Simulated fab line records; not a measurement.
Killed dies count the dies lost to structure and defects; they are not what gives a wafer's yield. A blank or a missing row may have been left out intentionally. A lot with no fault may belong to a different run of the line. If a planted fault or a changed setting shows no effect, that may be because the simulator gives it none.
The tool behind it: which one? + flow n5_finfet + 24 lots, 72 wafers sampled, at 3 steps of a route of 1938

## WHAT THE GAUGES SHOWED, per wafer
N5_BEOL_M7_THK_MEAS_01. Usual: M7_ILD_THK 155.4 nm, standard deviation 1.8.
| lot  | measured     | on            | M7_ILD_THK (nm)   | flag |
|------|--------------|---------------|-------------------|------|
| L074 | day 8 19:28  | film_metro-02 | 155.5 154.9 156.1 |      |
| L075 | day 9 15:30  | film_metro-02 | 154.8 157.1 156.4 |      |
| L077 | day 9 15:46  | film_metro-01 | 154.7 157.6 156.4 |      |
| L076 | day 9 15:59  | film_metro-01 | 156.9 158.0 157.4 |      |
| L079 | day 9 20:49  | film_metro-01 | 150.6 155.5 156.7 |      |
| L078 | day 9 21:03  | film_metro-02 | 155.5 158.6 156.8 |      |
| L080 | day 10 09:09 | film_metro-01 | 159.5 155.8 158.2 |      |
| L081 | day 10 18:16 | film_metro-02 | 154.2 156.4 158.0 |      |
| L082 | day 10 22:38 | film_metro-02 | 156.4 158.2 159.8 |      |
| L083 | day 11 04:07 | film_metro-02 | 152.3 155.5 156.3 |      |
| L085 | day 11 17:43 | film_metro-01 | 152.7 156.3 157.4 |      |
| L086 | day 12 04:47 | film_metro-01 | 156.5 157.8 157.5 |      |
| L084 | day 12 05:16 | film_metro-01 | 152.4 153.5 156.8 |      |
| L088 | day 12 08:55 | film_metro-01 | 152.9 155.8 156.5 |      |
| L087 | day 12 17:35 | film_metro-01 | 153.3 152.5 152.8 |      |
| L089 | day 12 18:14 | film_metro-01 | 154.3 155.6 156.4 |      |
| L090 | day 12 22:31 | film_metro-01 | 155.9 156.0 155.8 |      |
| L091 | day 13 00:37 | film_metro-02 | 153.3 152.5 153.0 |      |
| L093 | day 13 09:55 | film_metro-02 | 154.0 156.6 155.4 |      |
| L092 | day 13 16:25 | film_metro-01 | 156.0 155.9 156.4 |      |
| L094 | day 14 08:33 | film_metro-02 | 152.4 152.9 155.8 |      |
| L095 | day 14 11:38 | film_metro-01 | 155.0 155.6 156.8 |      |
| L096 | day 14 16:28 | film_metro-02 | 154.4 154.1 156.8 |      |
| L097 | day 15 02:20 | film_metro-02 | 155.3 157.6 157.1 |      |

## WHICH TOOL RAN EACH LOT (tool, then ch and the chambers of the sampled wafers, then the start)
| lot  | N5_BEOL_M6_DEGAS_44          | N5_BEOL_M6_CMP_52             |
|------|------------------------------|-------------------------------|
| L074 | pvd_sputter-01, day 8 17:09  | cmp-03 ch 0,1,2, day 8 18:26  |
| L075 | pvd_sputter-03, day 9 12:39  | cmp-01 ch 0,2,3, day 9 14:25  |
| L077 | pvd_sputter-02, day 9 12:46  | cmp-01 ch 0,2,3, day 9 14:38  |
| L076 | pvd_sputter-03, day 9 12:51  | cmp-01 ch 2,3, day 9 14:52    |
| L079 | pvd_sputter-01, day 9 17:50  | cmp-01 ch 0,1, day 9 19:48    |
| L078 | pvd_sputter-01, day 9 17:55  | cmp-03 ch 0,1,3, day 9 20:02  |
| L080 | pvd_sputter-01, day 10 06:05 | cmp-04 ch 0,1,2, day 10 08:06 |
| L081 | pvd_sputter-02, day 10 15:50 | cmp-03 ch 2,3, day 10 17:14   |
| L082 | pvd_sputter-01, day 10 19:55 | cmp-01 ch 0,3, day 10 21:34   |
| L083 | pvd_sputter-03, day 11 00:05 | cmp-03 ch 0,1,2, day 11 03:03 |
| L085 | pvd_sputter-03, day 11 15:26 | cmp-04 ch 0,3, day 11 16:39   |
| L086 | pvd_sputter-02, day 12 01:32 | cmp-04 ch 0,1,3, day 12 03:50 |
| L084 | pvd_sputter-02, day 12 01:46 | cmp-03 ch 0,1,2, day 12 03:50 |
| L088 | pvd_sputter-02, day 12 06:32 | cmp-03 ch 0,1,3, day 12 07:58 |
| L087 | pvd_sputter-01, day 12 14:00 | cmp-03 ch 0,1,3, day 12 16:02 |
| L089 | pvd_sputter-01, day 12 14:49 | cmp-01 ch 0,2,3, day 12 16:58 |
| L090 | pvd_sputter-01, day 12 19:54 | cmp-01 ch 0,3, day 12 21:25   |
| L091 | pvd_sputter-01, day 12 21:41 | cmp-03 ch 0,1,3, day 12 23:36 |
| L093 | pvd_sputter-01, day 13 07:28 | cmp-01 ch 0,2,3, day 13 08:58 |
| L092 | pvd_sputter-03, day 13 13:44 | cmp-04 ch 0,1,2, day 13 15:21 |
| L094 | pvd_sputter-02, day 14 05:40 | cmp-04 ch 0,1,2, day 14 07:31 |
| L095 | pvd_sputter-03, day 14 08:55 | cmp-04 ch 0,2, day 14 10:30   |
| L096 | pvd_sputter-02, day 14 14:10 | cmp-04 ch 0,2, day 14 15:26   |
| L097 | pvd_sputter-02, day 15 00:01 | cmp-04 ch 0,1,2, day 15 01:17 |
- N5_BEOL_M6_DEGAS_44: time 60 s.
- N5_BEOL_M6_CMP_52: polishes, stops on SiCOH lowk, t overpolish 6.9 s, target thk 80 nm.

## WHAT THE TOOLS THEMSELVES READ (means of the sampled wafers that have a number; where no wafer has one, the mark that the record gives instead)
N5_BEOL_M6_DEGAS_44. Usual: heater_power_w at 338 W, with a standard deviation of 36.
| lot  | tool           | heater_power_w (W) | flag |
|------|----------------|--------------------|------|
| L074 | pvd_sputter-01 | 336                |      |
| L075 | pvd_sputter-03 | 314                |      |
| L077 | pvd_sputter-02 | 316                |      |
| L076 | pvd_sputter-03 | 360                |      |
| L079 | pvd_sputter-01 | 365                |      |
| L078 | pvd_sputter-01 | 338                |      |
| L080 | pvd_sputter-01 | 340                |      |
| L081 | pvd_sputter-02 | 330                |      |
| L082 | pvd_sputter-01 | 340                |      |
| L083 | pvd_sputter-03 | 365                |      |
| L085 | pvd_sputter-03 | 372                |      |
| L086 | pvd_sputter-02 | 352                |      |
| L084 | pvd_sputter-02 | 290                |      |
| L088 | pvd_sputter-02 | 302                |      |
| L087 | pvd_sputter-01 | 365                |      |
| L089 | pvd_sputter-01 | 337                |      |
| L090 | pvd_sputter-01 | 381                |      |
| L091 | pvd_sputter-01 | 353                |      |
| L093 | pvd_sputter-01 | 353                |      |
| L092 | pvd_sputter-03 | 363                |      |
| L094 | pvd_sputter-02 | 331                |      |
| L095 | pvd_sputter-03 | 357                |      |
| L096 | pvd_sputter-02 | 352                |      |
| L097 | pvd_sputter-02 | 318                |      |

N5_BEOL_M6_CMP_52. Usual: barrier_field_endpoint_s 28.9 s, standard deviation 0.67; head_pressure_psi 0.9997 psi, standard deviation 0.0025; motor_current_A 6.5 A, standard deviation 0.6; overpolish_run_s 6.900 s, standard deviation 0.01; time_to_endpoint_s 62.6 s, standard deviation 2.4.
| lot  | tool   | barrier_field_endpoint_s (s) | head_pressure_psi (psi) | motor_current_A (A) | overpolish_run_s (s) | time_to_endpoint_s (s) | flag |
|------|--------|------------------------------|-------------------------|---------------------|----------------------|------------------------|------|
| L074 | cmp-03 | 28.6                         | 1.0031                  | 6.5                 | 6.889                | 64.0                   |      |
| L075 | cmp-01 | 28.2                         | 1.0009                  | 6.7                 | 6.907                | 63.2                   |      |
| L077 | cmp-01 | 28.6                         | 1.0012                  | 6.9                 | 6.902                | 61.9                   |      |
| L076 | cmp-01 | 28.5                         | 1.0032                  | 6.6                 | 6.905                | 61.9                   |      |
| L079 | cmp-01 | 28.3                         | 0.9984                  | 6.9                 | 6.902                | 62.7                   |      |
| L078 | cmp-03 | 28.7                         | 1.0004                  | 6.2                 | 6.905                | 60.3                   |      |
| L080 | cmp-04 | 29.3                         | 0.9997                  | 6.5                 | 6.908                | 60.5                   |      |
| L081 | cmp-03 | 28.7                         | 0.9998                  | 6.5                 | 6.905                | 61.7                   |      |
| L082 | cmp-01 | 28.5                         | 0.9983                  | 7.0                 | 6.900                | 58.7                   |      |
| L083 | cmp-03 | 30.1                         | 0.9995                  | 6.6                 | 6.904                | 68.7                   |      |
| L085 | cmp-04 | 28.5                         | 0.9963                  | 6.2                 | 6.894                | 60.4                   |      |
| L086 | cmp-04 | 29.4                         | 1.0003                  | 6.3                 | 6.902                | 65.0                   |      |
| L084 | cmp-03 | 28.5                         | 0.9996                  | 6.4                 | 6.894                | 62.1                   |      |
| L088 | cmp-03 | 28.3                         | 1.0017                  | 6.4                 | 6.897                | 58.6                   |      |
| L087 | cmp-03 | 27.8                         | 1.0007                  | 6.5                 | 6.892                | 63.8                   |      |
| L089 | cmp-01 | 28.5                         | 1.0019                  | 7.0                 | 6.901                | 62.0                   |      |
| L090 | cmp-01 | 28.8                         | 1.0000                  | 7.0                 | 6.903                | 60.8                   |      |
| L091 | cmp-03 | 28.3                         | 1.0020                  | 6.3                 | 6.905                | 61.0                   |      |
| L093 | cmp-01 | 29.3                         | 0.9995                  | 7.0                 | 6.900                | 62.0                   |      |
| L092 | cmp-04 | 28.9                         | 1.0011                  | 6.5                 | 6.889                | 62.7                   |      |
| L094 | cmp-04 | 29.8                         | 1.0009                  | 6.4                 | 6.886                | 63.4                   |      |
| L095 | cmp-04 | 29.5                         | 0.9995                  | 5.8                 | 6.888                | 61.7                   |      |
| L096 | cmp-04 | 29.2                         | 0.9981                  | 6.2                 | 6.902                | 62.0                   |      |
| L097 | cmp-04 | 29.3                         | 1.0010                  | 6.6                 | 6.898                | 63.3                   |      |

## THE ANSWER, worked out from the rows above alone
Rule: a lot is off if the mean of its wafers that have a number lies more than 3 standard deviations from the usual mean. A lot without any number at a reading at which 4 lots or more have one is off too. All remaining lots with rows at the step are treated as sound. After the gauges, taken in route order, come the tools' own readings; for these a lot's mean is taken, as printed above. At the first step where some lot is off, the reading lying furthest off is the one used; lots without a number count as furthest.
No lot is off at any reading shown: from this, nothing can be told.

## WHAT THE SIMULATOR HAD PUT IN
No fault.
